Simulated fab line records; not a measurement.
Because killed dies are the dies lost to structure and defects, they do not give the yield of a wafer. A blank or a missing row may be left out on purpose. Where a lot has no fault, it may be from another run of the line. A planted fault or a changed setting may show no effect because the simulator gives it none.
Which tool was responsible? / flow n5Finfet / 10 lots, 30 wafers sampled, at 5 steps of a route of 1938

WHAT THE GAUGES READ, wafer by wafer
N5_BEOL_M4_RC_MEAS_101.
lot=L679; measured=day 7 12:20; on=prober-02; DIBL_N (mV/V)=36.5 35.7 34.8; DIBL_P (mV/V)=36.8 35.0 33.1; IOFF_N (nA/um)=0.164 0.142 0.129; IOFF_P (nA/um)=0.203 0.183 0.157; ION_N (uA/um)=671 672 667; ION_P (uA/um)=460 457 451; SS_N (mV/dec)=71.8 70.8 71.7; SS_P (mV/dec)=72.7 73.3 73.5; VT_N (mV)=246.1 247.2 250.9; VT_P (mV)=-251.8 -253.2 -255.5
lot=L680; measured=day 8 08:17; on=prober-01; DIBL_N (mV/V)=36.1 35.8 37.7; DIBL_P (mV/V)=35.6 36.2 38.1; IOFF_N (nA/um)=0.155 0.145 0.185; IOFF_P (nA/um)=0.203 0.211 0.249; ION_N (uA/um)=683 671 689; ION_P (uA/um)=462 461 471; SS_N (mV/dec)=71.5 70.9 71.6; SS_P (mV/dec)=72.9 72.7 73.9; VT_N (mV)=248.2 248.5 246.0; VT_P (mV)=-249.9 -250.4 -247.5
lot=L682; measured=day 8 14:11; on=prober-02; DIBL_N (mV/V)=35.7 34.9 34.4; DIBL_P (mV/V)=34.7 33.4 33.8; IOFF_N (nA/um)=0.146 0.125 0.125; IOFF_P (nA/um)=0.190 0.172 0.180; ION_N (uA/um)=672 666 667; ION_P (uA/um)=463 457 464; SS_N (mV/dec)=71.5 70.9 71.1; SS_P (mV/dec)=72.8 72.9 72.9; VT_N (mV)=252.3 252.6 252.0; VT_P (mV)=-249.1 -253.1 -251.7
lot=L684; measured=day 9 04:35; on=prober-02; DIBL_N (mV/V)=37.6 36.4 37.9; DIBL_P (mV/V)=36.7 36.1 37.3; IOFF_N (nA/um)=0.184 0.168 0.192; IOFF_P (nA/um)=0.262 0.241 0.272; ION_N (uA/um)=682 686 678; ION_P (uA/um)=471 468 465; SS_N (mV/dec)=71.5 71.5 71.8; SS_P (mV/dec)=73.2 73.4 73.4; VT_N (mV)=245.7 247.2 248.0; VT_P (mV)=-246.9 -244.0 -243.8
lot=L686; measured=day 9 19:53; on=prober-01; DIBL_N (mV/V)=34.3 35.1 35.0; DIBL_P (mV/V)=34.7 35.5 35.4; IOFF_N (nA/um)=0.129 0.140 0.140; IOFF_P (nA/um)=0.158 0.175 0.171; ION_N (uA/um)=664 679 663; ION_P (uA/um)=450 461 454; SS_N (mV/dec)=71.2 71.3 71.4; SS_P (mV/dec)=73.6 73.3 73.3; VT_N (mV)=252.9 248.6 249.8; VT_P (mV)=-256.2 -252.5 -253.8
lot=L694; measured=day 11 09:02; on=prober-02; DIBL_N (mV/V)=35.0 35.7 34.0; DIBL_P (mV/V)=35.2 35.9 33.4; IOFF_N (nA/um)=0.151 0.160 0.135; IOFF_P (nA/um)=0.197 0.204 0.174; ION_N (uA/um)=676 672 665; ION_P (uA/um)=467 462 457; SS_N (mV/dec)=71.9 71.9 71.0; SS_P (mV/dec)=72.5 73.4 72.6; VT_N (mV)=247.9 250.1 251.5; VT_P (mV)=-250.9 -250.7 -253.3
lot=L696; measured=day 12 04:41; on=prober-02; DIBL_N (mV/V)=37.3 37.7 35.5; DIBL_P (mV/V)=39.7 39.0 36.3; IOFF_N (nA/um)=0.196 0.200 0.151; IOFF_P (nA/um)=0.241 0.229 0.188; ION_N (uA/um)=692 687 678; ION_P (uA/um)=468 466 464; SS_N (mV/dec)=71.8 72.1 71.4; SS_P (mV/dec)=73.2 74.0 73.0; VT_N (mV)=245.1 247.1 249.1; VT_P (mV)=-249.5 -250.1 -253.0
lot=L699; measured=day 12 14:43; on=prober-02; DIBL_N (mV/V)=36.8 38.2 37.9; DIBL_P (mV/V)=37.2 37.8 37.5; IOFF_N (nA/um)=0.177 0.200 0.186; IOFF_P (nA/um)=0.220 0.232 0.225; ION_N (uA/um)=679 688 680; ION_P (uA/um)=460 462 467; SS_N (mV/dec)=72.2 71.8 72.0; SS_P (mV/dec)=73.3 73.2 72.1; VT_N (mV)=249.4 247.3 247.4; VT_P (mV)=-250.5 -247.2 -249.5
lot=L698; measured=day 12 14:46; on=prober-01; DIBL_N (mV/V)=36.1 35.7 36.0; DIBL_P (mV/V)=35.0 34.4 35.0; IOFF_N (nA/um)=0.166 0.149 0.155; IOFF_P (nA/um)=0.211 0.200 0.201; ION_N (uA/um)=678 675 680; ION_P (uA/um)=459 460 468; SS_N (mV/dec)=71.1 71.5 71.2; SS_P (mV/dec)=72.2 72.8 72.9; VT_N (mV)=248.8 249.9 250.0; VT_P (mV)=-248.8 -248.3 -248.5
lot=L701; measured=day 13 06:17; on=prober-01; DIBL_N (mV/V)=35.6 36.1 36.0; DIBL_P (mV/V)=36.5 37.8 37.2; IOFF_N (nA/um)=0.161 0.182 0.166; IOFF_P (nA/um)=0.215 0.238 0.222; ION_N (uA/um)=666 681 677; ION_P (uA/um)=461 461 462; SS_N (mV/dec)=71.9 71.8 72.7; SS_P (mV/dec)=73.0 73.9 73.7; VT_N (mV)=249.0 246.7 248.1; VT_P (mV)=-250.2 -247.1 -251.9

N5_MIM_TOP_LITHO_INSPECT_12: inspects for defects (macro).
lot=L679; measured=day 11 03:50; on=defectInspect-01; rawDefectCount=3 0 2
lot=L680; measured=day 11 23:35; on=defectInspect-01; rawDefectCount=5 0 2
lot=L682; measured=day 12 03:59; on=defectInspect-02; rawDefectCount=1 3 6
lot=L684; measured=day 12 16:40; on=defectInspect-01; rawDefectCount=4 1 3
lot=L686; measured=day 13 09:19; on=defectInspect-01; rawDefectCount=2 1 0
lot=L694; measured=day 15 07:38; on=defectInspect-02; rawDefectCount=2 2 1
lot=L696; measured=day 15 23:41; on=defectInspect-01; rawDefectCount=0 2 1
lot=L699; measured=day 16 05:15; on=defectInspect-02; rawDefectCount=3 4 3
lot=L698; measured=day 16 13:13; on=defectInspect-02; rawDefectCount=2 4 1
lot=L701; measured=day 16 19:23; on=defectInspect-01; rawDefectCount=0 3 2

N5_MIM_BOT_LITHO_OVL_MEAS_11.
lot=L679; measured=day 11 04:45; on=overlay-01; MIM_BOT_OVL (nm)=-7 -1 -1
lot=L680; measured=day 12 00:17; on=overlay-01; MIM_BOT_OVL (nm)=-3 4 -1
lot=L682; measured=day 12 05:09; on=overlay-02; MIM_BOT_OVL (nm)=8 10 4
lot=L684; measured=day 12 17:37; on=overlay-01; MIM_BOT_OVL (nm)=-1 8 -1
lot=L686; measured=day 13 10:09; on=overlay-01; MIM_BOT_OVL (nm)=-7 -5 1
lot=L694; measured=day 15 08:28; on=overlay-02; MIM_BOT_OVL (nm)=-5
lot=L696; measured=day 16 00:32; on=overlay-02; MIM_BOT_OVL (nm)=2
lot=L699; measured=day 16 05:58; on=overlay-02; MIM_BOT_OVL (nm)=4 6 3
lot=L698; measured=day 16 14:10; on=overlay-01; MIM_BOT_OVL (nm)=-9 -15 -13
lot=L701; measured=day 16 20:07; on=overlay-01; MIM_BOT_OVL (nm)=-3 1 10

TOOL THAT RAN EACH LOT (tool first, then ch and the chambers of the sampled wafers, then the start)
lot=L679; N5_MIM_TOP_DEGAS_04=pvdSputter-02, day 11 03:13; N5_MIM_TOP_ETCH_ETCH_00=rieMetal-02 ch 0,1, day 11 03:59
lot=L680; N5_MIM_TOP_DEGAS_04=pvdSputter-03, day 11 22:58; N5_MIM_TOP_ETCH_ETCH_00=rieMetal-01 ch 0,1, day 11 23:42
lot=L682; N5_MIM_TOP_DEGAS_04=pvdSputter-03, day 12 03:22; N5_MIM_TOP_ETCH_ETCH_00=rieMetal-01 ch 1, day 12 04:13
lot=L684; N5_MIM_TOP_DEGAS_04=pvdSputter-02, day 12 16:03; N5_MIM_TOP_ETCH_ETCH_00=rieMetal-02 ch 0,1, day 12 16:53
lot=L686; N5_MIM_TOP_DEGAS_04=pvdSputter-03, day 13 08:40; N5_MIM_TOP_ETCH_ETCH_00=rieMetal-01 ch 0,1, day 13 09:26
lot=L694; N5_MIM_TOP_DEGAS_04=pvdSputter-02, day 15 07:01; N5_MIM_TOP_ETCH_ETCH_00=rieMetal-01 ch 0,1, day 15 07:45
lot=L696; N5_MIM_TOP_DEGAS_04=pvdSputter-02, day 15 23:05; N5_MIM_TOP_ETCH_ETCH_00=rieMetal-01 ch 0,1, day 15 23:49
lot=L699; N5_MIM_TOP_DEGAS_04=pvdSputter-02, day 16 04:46; N5_MIM_TOP_ETCH_ETCH_00=rieMetal-02 ch 0,1, day 16 05:22
lot=L698; N5_MIM_TOP_DEGAS_04=pvdSputter-01, day 16 12:44; N5_MIM_TOP_ETCH_ETCH_00=rieMetal-03 ch 1, day 16 13:23
lot=L701; N5_MIM_TOP_DEGAS_04=pvdSputter-03, day 16 18:54; N5_MIM_TOP_ETCH_ETCH_00=rieMetal-02 ch 0,1, day 16 19:31
- N5_MIM_TOP_DEGAS_04: time 60 s.
- N5_MIM_TOP_ETCH_ETCH_00: etches TiN in Cl2/BCl3, target depth 38.5 nm.

WHAT THE TOOLS THEMSELVES READ (means of the sampled wafers that have a number; where no wafer has one, the mark that the record gives instead)
N5_MIM_TOP_DEGAS_04.
lot=L679; tool=pvdSputter-02; heaterPowerW (W)=374
lot=L680; tool=pvdSputter-03; heaterPowerW (W)=455
lot=L682; tool=pvdSputter-03; heaterPowerW (W)=473
lot=L684; tool=pvdSputter-02; heaterPowerW (W)=444
lot=L686; tool=pvdSputter-03; heaterPowerW (W)=447
lot=L694; tool=pvdSputter-02; heaterPowerW (W)=441
lot=L696; tool=pvdSputter-02; heaterPowerW (W)=455
lot=L699; tool=pvdSputter-02; heaterPowerW (W)=410
lot=L698; tool=pvdSputter-01; heaterPowerW (W)=529
lot=L701; tool=pvdSputter-03; heaterPowerW (W)=449

N5_MIM_TOP_ETCH_ETCH_00.
lot=L679; tool=rieMetal-02; biasW (W)=126.1; drypumpMotorCurrentA (A)=5.4; oesProductAu (a.u.)=0.79; throttleValvePct (%)=22.5
lot=L680; tool=rieMetal-01; biasW (W)=126.1; drypumpMotorCurrentA (A)=5.5; oesProductAu (a.u.)=0.75; throttleValvePct (%)=22.8
lot=L682; tool=rieMetal-01; biasW (W)=126.3; drypumpMotorCurrentA (A)=6.1; oesProductAu (a.u.)=0.79; throttleValvePct (%)=23.1
lot=L684; tool=rieMetal-02; biasW (W)=126.2; drypumpMotorCurrentA (A)=5.3; oesProductAu (a.u.)=0.78; throttleValvePct (%)=22.5
lot=L686; tool=rieMetal-01; biasW (W)=126.1; drypumpMotorCurrentA (A)=5.8; oesProductAu (a.u.)=0.76; throttleValvePct (%)=22.9
lot=L694; tool=rieMetal-01; biasW (W)=125.9; drypumpMotorCurrentA (A)=5.8; oesProductAu (a.u.)=0.69; throttleValvePct (%)=23.0
lot=L696; tool=rieMetal-01; biasW (W)=125.9; drypumpMotorCurrentA (A)=5.8; oesProductAu (a.u.)=0.69; throttleValvePct (%)=23.0
lot=L699; tool=rieMetal-02; biasW (W)=126.0; drypumpMotorCurrentA (A)=5.4; oesProductAu (a.u.)=0.75; throttleValvePct (%)=22.3
lot=L698; tool=rieMetal-03; biasW (W)=126.5; drypumpMotorCurrentA (A)=5.6; oesProductAu (a.u.)=0.81; throttleValvePct (%)=23.0
lot=L701; tool=rieMetal-02; biasW (W)=126.1; drypumpMotorCurrentA (A)=5.4; oesProductAu (a.u.)=0.75; throttleValvePct (%)=22.4

THE ANSWER, worked out from the rows above alone
Rule: what is usual is taken from the lots themselves. The widest of any qualifying gaps counts: lots, ordered by their means at a reading, are off when they make up no more than a third of the lots, leave a main group of 4 or more, and stand apart from it by 3 or more times the standard deviation of that group's means. Not used: any main group whose means are identical at the precision the tables above print for the reading. A lot without any number at a reading at which 4 lots or more have one is off too. All remaining lots with rows at the step are treated as sound. After the gauges, taken in route order, come the tools' own readings; for these a lot's mean is taken, as printed above. At the first step where some lot is off, the reading lying furthest off is the one used; lots without a number count as furthest.
No lot is off on any of the readings shown, so nothing can be concluded from this.

WHAT THE SIMULATOR PUT IN
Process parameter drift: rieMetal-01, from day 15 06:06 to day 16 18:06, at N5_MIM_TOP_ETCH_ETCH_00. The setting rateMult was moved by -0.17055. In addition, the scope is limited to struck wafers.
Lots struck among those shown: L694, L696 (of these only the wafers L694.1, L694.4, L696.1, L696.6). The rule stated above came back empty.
